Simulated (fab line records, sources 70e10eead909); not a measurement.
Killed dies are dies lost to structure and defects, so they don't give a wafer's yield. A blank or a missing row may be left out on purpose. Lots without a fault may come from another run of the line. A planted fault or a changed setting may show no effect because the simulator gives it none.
Chamber matching | flow nand_harc | NHARC_A_M0_DESCUM_14 on rie_diel-12: 4 sister chambers
The step chemistry O2, time 3 s. 7 wafers are shown with their chamber, then 7 later ones without.

WAFERS WITH THEIR CHAMBER
wafer  | chamber | oes_product_au (a.u.) | rf_vpp_V (V)
L611.5 | 3       | 0.995                 | 57.4
L621.6 | 1       | 0.993                 | 58.7
L623.1 | 0       | 1.020                 | 56.9
L623.5 | 1       | 0.990                 | 57.9
L623.6 | 2       | 1.003                 | 58.3
L624.3 | 3       | 1.000                 | 57.6
L624.5 | 2       | 1.001                 | 57.4

WAFERS WITHOUT THEIR CHAMBER
wafer  | oes_product_au (a.u.) | rf_vpp_V (V)
L624.6 | 1.000                 | 56.7
L630.2 | 1.016                 | 56.8
L630.4 | 0.981                 | 59.3
L630.5 | 0.994                 | 55.9
L633.1 | 0.983                 | 57.5
L633.2 | 1.013                 | 57.5
L633.3 | 0.993                 | 57.3

WHICH CHAMBER EACH WENT THROUGH
wafer  | from the rows above          | in truth
L624.6 | can't be placed: 3 or 2      | 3
L630.2 | 0                            | 0
L630.4 | 1                            | 1
L630.5 | can't be placed: 3 or 1 or 2 | 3
L633.1 | 1                            | 1
L633.2 | can't be placed: 0 or 2      | 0
L633.3 | can't be placed: 3 or 1 or 2 | 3
Placed correctly: 3 of 7. Can't be placed from these rows: 4 (the true chamber is among the candidates in 4). Placed wrongly: 0.
How it was worked out, from the rows above alone: a wafer's distance from a chamber is the root of the sum, over the readings, of the square of ((its reading less the chamber's mean) divided by the reading's scatter). The wafer belongs to the nearest chamber; if the next one is less than 2 further off, it can't be placed. A chamber's mean is the mean of its shown wafers. The scatter: the root of (the sum of the squares of (reading less its chamber's mean) over the shown wafers, divided by (wafers less chambers)).
